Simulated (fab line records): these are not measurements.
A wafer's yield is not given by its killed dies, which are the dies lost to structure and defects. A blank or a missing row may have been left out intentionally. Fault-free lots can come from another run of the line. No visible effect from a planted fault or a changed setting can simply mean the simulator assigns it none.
The tool behind it: which one? + flow n5 finfet + 24 lots, 72 wafers sampled, at 3 steps of a route of 1938

WHAT EACH GAUGE READ, for each wafer
N5_BEOL_M3_INSPECT_30: inspects for defects (brightfield).
| lot  | measured     | on                | raw defect count |
|------|--------------|-------------------|------------------|
| L074 | day 7 18:52  | defect inspect-01 | 547 573 628      |
| L076 | day 7 20:01  | defect inspect-01 | 467 395 334      |
| L075 | day 8 00:48  | defect inspect-02 | 613 469 619      |
| L077 | day 8 01:29  | defect inspect-02 | 343 518 463      |
| L079 | day 8 05:49  | defect inspect-02 | 432 396 471      |
| L078 | day 8 06:37  | defect inspect-01 | 400 492 371      |
| L080 | day 8 15:24  | defect inspect-02 | 456 401 681      |
| L081 | day 9 03:37  | defect inspect-02 | 401 505 444      |
| L082 | day 9 04:47  | defect inspect-01 | 601 477 461      |
| L083 | day 9 06:25  | defect inspect-01 | 373 330 388      |
| L084 | day 9 12:27  | defect inspect-01 | 269 404 264      |
| L086 | day 10 11:08 | defect inspect-02 | 347 387 414      |
| L088 | day 10 12:08 | defect inspect-02 | 700 708 598      |
| L087 | day 10 17:02 | defect inspect-02 | 433 549 429      |
| L085 | day 10 18:11 | defect inspect-02 | 477 365 380      |
| L090 | day 10 20:38 | defect inspect-02 | 353 585 474      |
| L089 | day 10 22:02 | defect inspect-01 | 456 330 315      |
| L091 | day 11 08:31 | defect inspect-02 | 319 330 344      |
| L092 | day 11 14:29 | defect inspect-01 | 379 466 398      |
| L093 | day 11 21:10 | defect inspect-02 | 388 412 260      |
| L095 | day 12 02:49 | defect inspect-02 | 370 432 500      |
| L094 | day 12 06:28 | defect inspect-01 | 310 373 291      |
| L096 | day 12 23:25 | defect inspect-02 | 546 506 463      |
| L097 | day 13 17:35 | defect inspect-02 | 403 414 446      |

TOOL THAT RAN EACH LOT (tool first, then ch and the chambers of the sampled wafers, then the start)
| lot  | N5_BEOL_M3_STRIP_66                | N5_BEOL_M3_HM_OPEN_17             |
|------|------------------------------------|-----------------------------------|
| L074 | rie diel-03 ch 1,2, day 7 18:11    | rie metal-02 ch 0,1, day 7 18:13  |
| L076 | rie diel-03 ch 0,1,3, day 7 19:16  | rie metal-01 ch 0,1, day 7 19:20  |
| L075 | rie diel-02 ch 0,1,3, day 7 23:59  | rie metal-03 ch 0,1, day 8 00:01  |
| L077 | rie diel-04 ch 2,3, day 8 00:44    | rie metal-01 ch 0,1, day 8 00:46  |
| L079 | rie diel-03 ch 0,1,3, day 8 05:11  | rie metal-03 ch 0,1, day 8 05:13  |
| L078 | rie diel-04 ch 2,3, day 8 05:52    | rie metal-02 ch 0,1, day 8 05:54  |
| L080 | rie diel-04 ch 0,1,2, day 8 14:46  | rie metal-01 ch 0,1, day 8 14:50  |
| L081 | rie diel-03 ch 0,2, day 9 02:52    | rie metal-02 ch 0,1, day 9 02:54  |
| L082 | rie diel-02 ch 1,2,3, day 9 04:09  | rie metal-02 ch 0,1, day 9 04:11  |
| L083 | rie diel-03 ch 2,3, day 9 05:40    | rie metal-01 ch 0,1, day 9 05:42  |
| L084 | rie diel-04 ch 0,1, day 9 11:40    | rie metal-03 ch 0,1, day 9 11:43  |
| L086 | rie diel-04 ch 1,2, day 10 10:30   | rie metal-01 ch 0,1, day 10 10:34 |
| L088 | rie diel-02 ch 1,2,3, day 10 11:23 | rie metal-03 ch 0,1, day 10 11:25 |
| L087 | rie diel-04 ch 0,1,3, day 10 16:25 | rie metal-01 ch 1, day 10 16:28   |
| L085 | rie diel-04 ch 0,1, day 10 17:34   | rie metal-03 ch 0,1, day 10 17:38 |
| L090 | rie diel-04 ch 0,1,2, day 10 19:57 | rie metal-03 ch 0,1, day 10 20:00 |
| L089 | rie diel-02 ch 0,1,3, day 10 21:25 | rie metal-03 ch 0,1, day 10 21:27 |
| L091 | rie diel-02 ch 0,1, day 11 07:45   | rie metal-03 ch 1, day 11 07:47   |
| L092 | rie diel-02 ch 0,2, day 11 13:52   | rie metal-02 ch 0,1, day 11 13:54 |
| L093 | rie diel-03 ch 0,2,3, day 11 20:24 | rie metal-03 ch 0,1, day 11 20:26 |
| L095 | rie diel-02 ch 0,1, day 12 02:11   | rie metal-03 ch 0,1, day 12 02:15 |
| L094 | rie diel-04 ch 1,2,3, day 12 05:49 | rie metal-02 ch 0,1, day 12 05:53 |
| L096 | rie diel-04 ch 0,1,3, day 12 22:45 | rie metal-01 ch 0,1, day 12 22:47 |
| L097 | rie diel-03 ch 0,1, day 13 16:55   | rie metal-02 ch 0,1, day 13 16:58 |
- N5_BEOL_M3_STRIP_66: strips in CF4.
- N5_BEOL_M3_HM_OPEN_17: chemistry Cl2/BCl3, target TiN, target depth 20 nm, overetch 6 nm.

AS READ BY THE TOOLS THEMSELVES (means over the sampled wafers that have a number; for cases with no such wafer, the mark the record gives instead)
N5_BEOL_M3_STRIP_66.
| lot  | tool        | drypump motor current A (A) | oes product au (a.u.) | power w (W) | rf vpp V (V) | showerhead plenum p Torr (Torr) | throttle valve pct (%) |
|------|-------------|-----------------------------|-----------------------|-------------|--------------|---------------------------------|------------------------|
| L074 | rie diel-03 | 6.1                         | 0.71                  | 300.4       | 271.3        | 1.83                            | 13.5                   |
| L076 | rie diel-03 | 5.7                         | 0.72                  | 300.4       | 272.1        | 1.81                            | 13.5                   |
| L075 | rie diel-02 | 6.3                         | 0.76                  | 301.0       | 271.3        | 1.83                            | 13.7                   |
| L077 | rie diel-04 | 5.9                         | 0.73                  | 300.0       | 270.7        | 1.78                            | 13.5                   |
| L079 | rie diel-03 | 5.7                         | 0.72                  | 300.1       | 272.0        | 1.81                            | 13.6                   |
| L078 | rie diel-04 | 5.9                         | 0.73                  | 300.5       | 271.2        | 1.78                            | 13.5                   |
| L080 | rie diel-04 | 5.5                         | 0.77                  | 299.7       | 270.2        | 1.73                            | 13.3                   |
| L081 | rie diel-03 | 5.3                         | 0.70                  | 299.3       | 271.0        | 1.78                            | 14.0                   |
| L082 | rie diel-02 | 6.0                         | 0.82                  | 299.5       | 270.9        | 1.81                            | 13.5                   |
| L083 | rie diel-03 | 5.7                         | 0.74                  | 299.6       | 270.9        | 1.79                            | 13.7                   |
| L084 | rie diel-04 | 5.5                         | 0.79                  | 300.1       | 269.3        | 1.71                            | 13.3                   |
| L086 | rie diel-04 | 5.3                         | 0.78                  | 300.2       | 270.9        | 1.75                            | 13.2                   |
| L088 | rie diel-02 | 5.9                         | 0.81                  | 299.7       | 272.1        | 1.81                            | 13.5                   |
| L087 | rie diel-04 | 5.8                         | 0.75                  | 300.0       | 269.1        | 1.73                            | 13.5                   |
| L085 | rie diel-04 | 5.5                         | 0.78                  | 300.1       | 269.4        | 1.71                            | 13.4                   |
| L090 | rie diel-04 | 5.5                         | 0.76                  | 298.9       | 269.9        | 1.73                            | 13.4                   |
| L089 | rie diel-02 | 6.3                         | 0.73                  | 299.7       | 270.6        | 1.82                            | 13.8                   |
| L091 | rie diel-02 | 6.0                         | 0.68                  | 300.3       | 271.6        | 1.85                            | 14.2                   |
| L092 | rie diel-02 | 5.4                         | 0.75                  | 299.7       | 272.9        | 1.85                            | 14.0                   |
| L093 | rie diel-03 | 5.5                         | 0.81                  | 300.1       | 270.6        | 1.78                            | 13.6                   |
| L095 | rie diel-02 | 6.3                         | 0.68                  | 300.4       | 272.7        | 1.85                            | 14.0                   |
| L094 | rie diel-04 | 5.5                         | 0.74                  | 299.0       | 269.9        | 1.76                            | 13.4                   |
| L096 | rie diel-04 | 5.8                         | 0.73                  | 300.0       | 269.3        | 1.72                            | 13.5                   |
| L097 | rie diel-03 | 5.9                         | 0.92                  | 299.9       | 272.4        | 1.82                            | 13.1                   |

N5_BEOL_M3_HM_OPEN_17.
| lot  | tool         | drypump motor current A (A) | he backside leak sccm (sccm) | oes product au (a.u.) | throttle valve pct (%) |
|------|--------------|-----------------------------|------------------------------|-----------------------|------------------------|
| L074 | rie metal-02 | 6.0                         | 3.40                         | 0.67                  | 22.26                  |
| L076 | rie metal-01 | 6.3                         | 3.35                         | 0.63                  | 22.06                  |
| L075 | rie metal-03 | 5.7                         | 3.53                         | 0.58                  | 22.08                  |
| L077 | rie metal-01 | 6.3                         | 3.35                         | 0.68                  | 21.88                  |
| L079 | rie metal-03 | 5.7                         | 3.49                         | 0.58                  | 22.07                  |
| L078 | rie metal-02 | 5.9                         | 3.40                         | 0.66                  | 22.26                  |
| L080 | rie metal-01 | 6.3                         | 3.32                         | 0.63                  | 22.06                  |
| L081 | rie metal-02 | 5.9                         | 3.29                         | 0.66                  | 22.28                  |
| L082 | rie metal-02 | 5.9                         | 3.52                         | 0.66                  | 22.28                  |
| L083 | rie metal-01 | 6.3                         | 3.49                         | 0.67                  | 21.88                  |
| L084 | rie metal-03 | 5.7                         | 3.55                         | 0.57                  | 22.10                  |
| L086 | rie metal-01 | 6.3                         | 3.26                         | 0.66                  | 21.88                  |
| L088 | rie metal-03 | 6.0                         | 3.60                         | 0.59                  | 22.26                  |
| L087 | rie metal-01 | 6.3                         | 3.27                         | 0.71                  | 21.72                  |
| L085 | rie metal-03 | 5.7                         | 3.52                         | 0.57                  | 22.11                  |
| L090 | rie metal-03 | 5.7                         | 3.53                         | 0.57                  | 22.09                  |
| L089 | rie metal-03 | 5.7                         | 3.56                         | 0.56                  | 22.11                  |
| L091 | rie metal-03 | 6.4                         | 3.29                         | 0.61                  | 22.41                  |
| L092 | rie metal-02 | 5.9                         | 3.35                         | 0.76                  | 22.14                  |
| L093 | rie metal-03 | 6.0                         | 3.45                         | 0.59                  | 22.25                  |
| L095 | rie metal-03 | 5.7                         | 3.58                         | 0.56                  | 22.11                  |
| L094 | rie metal-02 | 5.9                         | 3.39                         | 0.75                  | 22.15                  |
| L096 | rie metal-01 | 6.3                         | 3.08                         | 0.60                  | 22.08                  |
| L097 | rie metal-02 | 5.9                         | 3.33                         | 0.74                  | 22.15                  |

THE ANSWER, worked out from the rows above alone
Rule: the lots themselves supply what counts as usual. The widest of any qualifying gaps counts: lots, ordered by their means at a reading, are off when they make up no more than a third of the lots, leave a main group of 4 or more, and stand apart from it by 3 or more times the standard deviation of that group's means. A main group whose means are all the same, to the digits that the tables above print for the reading, isn't used. Also off: a lot with no number at a reading for which 4 or more lots have one. All remaining lots with rows at the step are treated as sound. First the gauges in route order, then the tools' own readings, where a lot's mean is used as printed above. The first step at which some lot is off is used, and at that step the reading that is off furthest; a lot without a number counts as furthest.
No lot is off on any of the readings shown, so nothing can be concluded from this.

WHAT WAS PUT IN BY THE SIMULATOR
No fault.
